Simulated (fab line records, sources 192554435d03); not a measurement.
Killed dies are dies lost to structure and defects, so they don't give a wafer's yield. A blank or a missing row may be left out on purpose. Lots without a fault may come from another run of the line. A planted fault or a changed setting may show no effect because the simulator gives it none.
Which tool did it? | flow n5_finfet | 11 lots, 28 wafers sampled, at 5 steps of a route of 1938

WHAT THE GAUGES READ, wafer by wafer
N5_BEOL_M4_RC_MEAS_101. Usual: DIBL_N 36.5 mV/V, standard deviation 2.1; DIBL_P 36.6 mV/V, standard deviation 2.6; IOFF_N 0.17 nA/um, standard deviation 0.044; IOFF_P 0.21 nA/um, standard deviation 0.048; ION_N 674 uA/um, standard deviation 17; ION_P 462 uA/um, standard deviation 9.5; SS_N 71.6 mV/dec, standard deviation 0.77; SS_P 73.5 mV/dec, standard deviation 0.72; VT_N 250 mV, standard deviation 4.2; VT_P -250 mV, standard deviation 3.9.
lot  | measured     | on        | DIBL_N (mV/V)  | DIBL_P (mV/V)  | IOFF_N (nA/um) | IOFF_P (nA/um) | ION_N (uA/um) | ION_P (uA/um) | SS_N (mV/dec)  | SS_P (mV/dec)  | VT_N (mV)   | VT_P (mV)      | flag
L940 | day 10 06:04 | prober-01 | 41.7 34.2 40.5 | 40.4 32.3 40.5 | 0.31 0.13 0.29 | 0.35 0.19 0.34 | 707 678 703   | 476 467 475   | 73.8 70.7 72.2 | 74.9 72.7 74.8 | 241 251 241 | -242 -250 -243 |
L938 | day 10 08:25 | prober-02 | 34.9 37.0      | 33.9 37.6      | 0.13 0.17      | 0.17 0.22      | 671 684       | 460 468       | 70.6 71.1      | 73.4 74.7      | 255 248     | -254 -252      |
L939 | day 10 11:35 | prober-02 | 37.2 40.6 39.5 | 37.7 42.3 40.8 | 0.14 0.24 0.20 | 0.20 0.28 0.25 | 667 706 685   | 462 478 465   | 71.1 72.4 72.2 | 73.0 74.4 74.3 | 253 241 248 | -253 -245 -247 |
L944 | day 11 10:42 | prober-02 | 35.6 36.0 32.7 | 36.7 35.2 32.9 | 0.16 0.15 0.11 | 0.20 0.17 0.16 | 667 651 653   | 461 445 454   | 71.5 72.3 70.0 | 73.4 73.0 73.2 | 247 253 254 | -250 -253 -254 |
L942 | day 11 21:37 | prober-01 | 39.1 37.9 34.6 | 39.4 39.1 33.8 | 0.21 0.18 0.12 | 0.24 0.23 0.17 | 694 666 664   | 469 461 457   | 72.9 72.4 70.8 | 74.1 73.7 73.6 | 247 250 255 | -248 -251 -254 |
L946 | day 12 06:16 | prober-01 | 37.4 37.1 35.6 | 37.5 36.5 34.6 | 0.16 0.14 0.12 | 0.22 0.21 0.18 | 680 658 665   | 464 465 464   | 71.7 72.3 71.1 | 73.9 73.2 72.7 | 251 254 255 | -249 -248 -251 |
L950 | day 12 13:56 | prober-02 | 34.3 36.0 36.1 | 33.9 37.2 37.2 | 0.12 0.16 0.15 | 0.15 0.21 0.21 | 659 688 662   | 451 466 455   | 71.0 71.6 71.7 | 73.1 73.3 74.1 | 258 249 251 | -258 -253 -253 |
L949 | day 13 00:13 | prober-01 | 38.7 38.1 36.4 | 38.6 38.9 36.6 | 0.21 0.21 0.16 | 0.25 0.25 0.21 | 703 696 677   | 473 480 455   | 71.7 71.5 70.9 | 74.1 73.7 73.3 | 243 244 248 | -249 -248 -250 |
L953 | day 13 11:56 | prober-01 | 37.2 33.4 35.6 | 36.8 33.5 34.8 | 0.19 0.13 0.16 | 0.27 0.20 0.23 | 692 670 662   | 484 467 469   | 72.1 70.7 71.8 | 74.2 73.6 73.9 | 245 251 249 | -244 -249 -244 |
L952 | day 14 08:44 | prober-01 | 35.4           | 36.2           | 0.16           | 0.21           | 656           | 459           | 71.1           | 74.2           | 251         | -250           |
L958 | day 15 03:38 | prober-02 | 36.6           | 36.6           | 0.17           | 0.22           | 691           | 472           | 71.7           | 73.8           | 249         | -248           |

N5_BEOL_M14_CD_MEAS_28: target cd 284.4 nm. Usual: cd_nm 285.2 nm, standard deviation 1.7.
lot  | measured     | on        | cd_nm (nm)        | flag
L940 | day 13 11:26 | cd_sem-03 | 285.2 282.5 283.1 |
L938 | day 13 18:58 | cd_sem-02 | 287.2 287.7       |
L939 | day 13 20:51 | cd_sem-03 | 284.9 283.4 285.4 |
L944 | day 14 14:25 | cd_sem-02 | 287.8 286.4 284.0 |
L942 | day 14 23:30 | cd_sem-03 | 282.6 284.3 283.3 |
L946 | day 15 12:51 | cd_sem-03 | 283.3 283.6 282.4 |
L950 | day 16 06:08 | cd_sem-03 | 285.3 285.4 286.2 |
L949 | day 16 11:02 | cd_sem-03 | 287.6 286.0 285.3 |
L953 | day 16 21:04 | cd_sem-03 | 284.0 284.3 283.0 |
L952 | day 18 21:34 | cd_sem-01 | 286.5             |
L958 | day 19 18:52 | cd_sem-01 | 285.5             |

N5_BEOL_M14_THK_MEAS_50: measures by xrf. Usual: M14_THK 560 nm, standard deviation 18.
lot  | measured     | on            | M14_THK (nm) | flag
L940 | day 13 16:10 | film_metro-01 | 585 546 584  |
L938 | day 14 02:31 | film_metro-02 | 551 570      |
L939 | day 14 03:40 | film_metro-01 | 575 559 578  |
L944 | day 14 18:19 | film_metro-02 | 537 541 569  |
L942 | day 15 03:28 | film_metro-01 | 528 536 573  |
L946 | day 15 17:01 | film_metro-01 | 549 574 550  |
L950 | day 16 09:49 | film_metro-01 | 579 559 584  |
L949 | day 16 13:56 | film_metro-02 | 543 569 526  |
L953 | day 17 02:08 | film_metro-01 | 557 556 579  |
L952 | day 19 16:28 | film_metro-02 | 949          | OFF
L958 | day 19 23:37 | film_metro-02 | 1003         | OFF

WHICH TOOL RAN EACH LOT (tool, then ch and the chambers of the sampled wafers, then the start)
lot  | N5_BEOL_M14_STRIP_64                          | N5_BEOL_M14_CMP_49
L940 | rie_diel-04 ch 0,3, day 13 11:26 or earlier   | cmp-03 ch 0,1,2, day 13 15:53
L938 | rie_diel-01 ch 1,3, day 13 18:58 or earlier   | cmp-01 ch 1,3, day 14 02:17
L939 | rie_diel-04 ch 1,2, day 13 20:51 or earlier   | cmp-01 ch 0,3, day 14 03:22
L944 | rie_diel-04 ch 0,1,3, day 14 14:25 or earlier | cmp-03 ch 0,1, day 14 18:01
L942 | rie_diel-04 ch 0,2,3, day 14 23:30 or earlier | cmp-01 ch 0,2, day 15 03:13
L946 | rie_diel-05 ch 0,3, day 15 12:51 or earlier   | cmp-01 ch 1,2, day 15 16:43
L950 | rie_diel-05 ch 2,3, day 16 06:08 or earlier   | cmp-01 ch 0,1, day 16 09:31
L949 | rie_diel-01 ch 0,1,3, day 16 11:02 or earlier | cmp-01 ch 0,1,2, day 16 13:38
L953 | rie_diel-05 ch 0,2,3, day 16 21:04 or earlier | cmp-01 ch 2,3, day 17 01:50
L952 | rie_diel-01 ch 2, day 18 21:34 or earlier     | cmp-01 ch 1, day 19 16:11
L958 | rie_diel-01 ch 0, day 19 18:52 or earlier     | cmp-01 ch 1, day 19 23:19
- N5_BEOL_M14_STRIP_64: strips in O2.
- N5_BEOL_M14_CMP_49: polishes, stops on SiO2, t overpolish 5.2 s, target thk 560 nm.

WHAT THE TOOLS THEMSELVES READ (means of the sampled wafers that have a number; where no wafer has one, the mark that the record gives instead)
N5_BEOL_M14_STRIP_64. Usual: drypump_motor_current_A 5.6 A, standard deviation 0.39; oes_product_au 0.81 a.u., standard deviation 0.1; rf_vpp_V 3.7 V, standard deviation 0.46; showerhead_plenum_p_Torr 2.10 Torr, standard deviation 0.086; throttle_valve_pct 16.6 %, standard deviation 0.31.
lot  | tool        | drypump_motor_current_A (A) | oes_product_au (a.u.) | rf_vpp_V (V) | showerhead_plenum_p_Torr (Torr) | throttle_valve_pct (%) | flag
L940 | rie_diel-04 | 5.7                         | 0.75                  | 3.5          | 2.09                            | 16.6                   |
L938 | rie_diel-01 | 5.4                         | 0.74                  | 3.9          | 2.09                            | 16.8                   |
L939 | rie_diel-04 | 5.8                         | 0.79                  | 3.9          | 2.06                            | 16.8                   |
L944 | rie_diel-04 | 5.8                         | 0.72                  | 3.6          | 2.04                            | 16.8                   |
L942 | rie_diel-04 | 5.6                         | 0.77                  | 3.7          | 2.08                            | 16.8                   |
L946 | rie_diel-05 | 5.4                         | 0.85                  | 3.7          | 2.14                            | 16.3                   |
L950 | rie_diel-05 | 5.4                         | 0.90                  | 3.8          | 2.20                            | 16.3                   |
L949 | rie_diel-01 | 5.7                         | 0.78                  | 3.6          | 2.11                            | 16.7                   |
L953 | rie_diel-05 | 5.3                         | 0.91                  | 4.1          | 2.18                            | 16.3                   |
L952 | rie_diel-01 | 5.1                         | 0.93                  | 3.8          | 2.05                            | 16.5                   |
L958 | rie_diel-01 | 6.3                         | 0.83                  | 4.1          | 2.15                            | 16.6                   |

N5_BEOL_M14_CMP_49. Usual: barrier_field_endpoint_s 11.3 s, standard deviation 0.33; motor_current_A 8.2 A, standard deviation 0.85; overpolish_run_s 5.200 s, standard deviation 0.0091; time_to_endpoint_s 121 s, standard deviation 5.7.
lot  | tool   | barrier_field_endpoint_s (s) | motor_current_A (A) | overpolish_run_s (s) | time_to_endpoint_s (s) | flag
L940 | cmp-03 | 11.3                         | 8.3                 | 5.199                | 121                    |
L938 | cmp-01 | 11.3                         | 7.6                 | 5.201                | 121                    |
L939 | cmp-01 | 11.3                         | 8.7                 | 5.192                | 118                    |
L944 | cmp-03 | 11.7                         | 8.1                 | 5.207                | 126                    |
L942 | cmp-01 | 11.1                         | 8.7                 | 5.193                | 119                    |
L946 | cmp-01 | 11.0                         | 7.3                 | 5.209                | 114                    |
L950 | cmp-01 | 10.9                         | 7.9                 | 5.198                | 114                    |
L949 | cmp-01 | 11.0                         | 8.2                 | 5.191                | 118                    |
L953 | cmp-01 | 11.6                         | 7.7                 | 5.196                | 128                    |
L952 | cmp-01 | 22.8                         | 6.8                 | 3.269                | 157                    | OFF
L958 | cmp-01 | 22.1                         | 7.0                 | 3.879                | 159                    | OFF

THE ANSWER, worked out from the rows above alone
Rule: a lot is off if the mean of its wafers that have a number lies more than 3 standard deviations from the usual mean. A lot without any number at a reading at which 4 lots or more have one is off too. The other lots that the step has rows for count as sound. The gauges are gone through in route order, then the tools' own readings, and for those a lot's mean is taken as printed above. The first step at which some lot is off is used, and at that step the reading that is off furthest; a lot without a number counts as furthest.
Off: L952, L958, at N5_BEOL_M14_THK_MEAS_50 (M14_THK).
A tool fits if, at a process step before that reading, it ran every lot that is off, and no sound lot after the first of them. The gauges at N5_BEOL_M14_THK_MEAS_50 aren't tried: what is off there is off at N5_BEOL_M14_CMP_49 too, on other tools, and a gauge's error can't cause that. N5_BEOL_M14_STRIP_64 gives no start for some lots, so the hours and the order of its lots are those of N5_BEOL_M14_CD_MEAS_28. Can't be told from this: 2 tools fit, rie_diel-01 at N5_BEOL_M14_STRIP_64, cmp-01 at N5_BEOL_M14_CMP_49.

WHAT THE SIMULATOR HAD PUT IN
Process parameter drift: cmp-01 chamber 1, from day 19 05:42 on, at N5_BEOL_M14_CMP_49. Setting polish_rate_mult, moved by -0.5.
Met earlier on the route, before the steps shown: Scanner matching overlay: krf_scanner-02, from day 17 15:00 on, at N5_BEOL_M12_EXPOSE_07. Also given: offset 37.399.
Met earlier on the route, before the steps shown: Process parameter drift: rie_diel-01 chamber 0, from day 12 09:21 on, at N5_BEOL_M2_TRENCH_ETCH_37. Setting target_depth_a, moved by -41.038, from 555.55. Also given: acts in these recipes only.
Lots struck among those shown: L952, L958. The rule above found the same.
